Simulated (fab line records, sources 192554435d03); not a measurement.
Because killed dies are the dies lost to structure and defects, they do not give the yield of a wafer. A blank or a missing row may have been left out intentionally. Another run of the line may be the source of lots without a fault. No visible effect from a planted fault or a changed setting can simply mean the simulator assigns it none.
Split-lot study    flow n5_finfet    7 lots, 39 wafers read, on a route of 1938 steps

THE SPLIT ITSELF
At N5_DUMMY_GATE_ETCH_37 (etches SOC in N2/H2, target depth 60 nm, overetch 30 nm), the setting source_w was moved away from the recipe's 840 W on 18 of the 39 wafers read, by -10.3% to +17.5%. All remaining wafers had this setting at the recipe value.

The split's own step is where the reading is taken.

THE READING
rf_vpp_V, in V, at N5_DUMMY_GATE_ETCH_37 (etches SOC in N2/H2, target depth 60 nm, overetch 30 nm). Typical for fault-free wafers on this fab line: 523.9 V, with standard deviation 2.6 V.

wafer   tool, chamber at the split  source_w as run, W  against the recipe  rf_vpp_V, V  against lot-mates on the recipe
L076.1  rie_diel-05, 1              840                 recipe              522.4        -
L076.2  rie_diel-05, 3              987.2               +17.5%              494.0        -29.9
L076.3  rie_diel-05, 0              987.2               +17.5%              501.1        -22.8
L076.4  rie_diel-05, 2              987.2               +17.5%              496.0        -27.9
L076.5  rie_diel-05, 0              840                 recipe              528.1        -
L076.6  rie_diel-05, 1              840                 recipe              521.1        -
L079.1  rie_diel-03, 3              775.2               -7.7%               539.0        +14.4
L079.2  rie_diel-03, 1              775.2               -7.7%               538.5        +13.9
L079.3  rie_diel-03, 0              840                 recipe              525.4        -
L079.4  rie_diel-03, 2              775.2               -7.7%               540.3        +15.7
L079.5  rie_diel-03, 3              840                 recipe              524.1        -
L079.6  rie_diel-03, 2              840                 recipe              524.4        -
L080.1  rie_diel-05, 1              753.8               -10.3%              541.8        +16.8
L080.2  rie_diel-05, 2              840                 recipe              523.7        -
L080.3  rie_diel-05, 3              753.8               -10.3%              538.6        +13.6
L080.4  rie_diel-05, 0              840                 recipe              528.4        -
L080.5  rie_diel-05, 1              840                 recipe              522.9        -
L080.6  rie_diel-05, 0              753.8               -10.3%              549.0        +24.0
L084.1  rie_diel-05, 1              795.9               -5.2%               530.6        +10.1
L084.2  rie_diel-05, 3              840                 recipe              520.2        -
L084.3  rie_diel-05, 0              795.9               -5.2%               536.5        +16.0
L084.4  rie_diel-05, 2              840                 recipe              521.5        -
L084.5  rie_diel-05, 0              795.9               -5.2%               535.7        +15.2
L084.6  rie_diel-05, 3              840                 recipe              519.7        -
L085.1  rie_diel-03, 0              840                 recipe              525.2        -
L085.2  rie_diel-03, 3              840                 recipe              523.2        -
L085.3  rie_diel-03, 2              779.8               -7.2%               541.0        +16.2
L085.4  rie_diel-03, 3              779.8               -7.2%               537.0        +12.2
L085.5  rie_diel-03, 0              779.8               -7.2%               537.6        +12.8
L085.6  rie_diel-03, 2              840                 recipe              525.9        -
L088.1  rie_diel-03, 1              840                 recipe              524.7        -
L088.2  rie_diel-03, 2              938.2               +11.7%              505.7        -18.2
L088.3  rie_diel-03, 0              840                 recipe              523.6        -
L088.4  rie_diel-03, 3              840                 recipe              523.3        -
L088.5  rie_diel-03, 1              938.2               +11.7%              504.9        -19.0
L088.6  rie_diel-03, 2              938.2               +11.7%              506.9        -17.0
L091.1  rie_diel-03, 3              840                 recipe              524.0        -
L091.2  rie_diel-03, 1              840                 recipe              524.3        -
L091.4  rie_diel-03, 2              840                 recipe              526.1        -

THE FIT
A straight line over all 39 wafers: rf_vpp_V changes by -1.68 V for each +1% of source_w; r = -0.98; the points scatter about the line by 2.7 V.
The same after taking each lot's own level away (the mean of its wafers on the recipe; 39 wafers): -1.67 V for each +1%; r = -0.98; scatter 2.6 V.
The reading moves by 29 V for the largest change in source_w, on that fit.
Across the lots, their own levels run from 520.47 to 525.00 V, a range of 1.7 times the standard deviation given above.
The two slopes agree, so the slope changes little with the lot-to-lot level.
Check: with one of the wafers moved furthest among these (+17.5%) left out of the fit, the line predicts -27.9 V for it against its lot-mates. Against them it came out at -29.9 V.
Tool readings at the split's step, against how far the setting was moved: rf_vpp_V r = -0.98.

THE FILE'S OWN FIT
rf_vpp_V changes by -1.67 V for each +1% of source_w, r = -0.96.
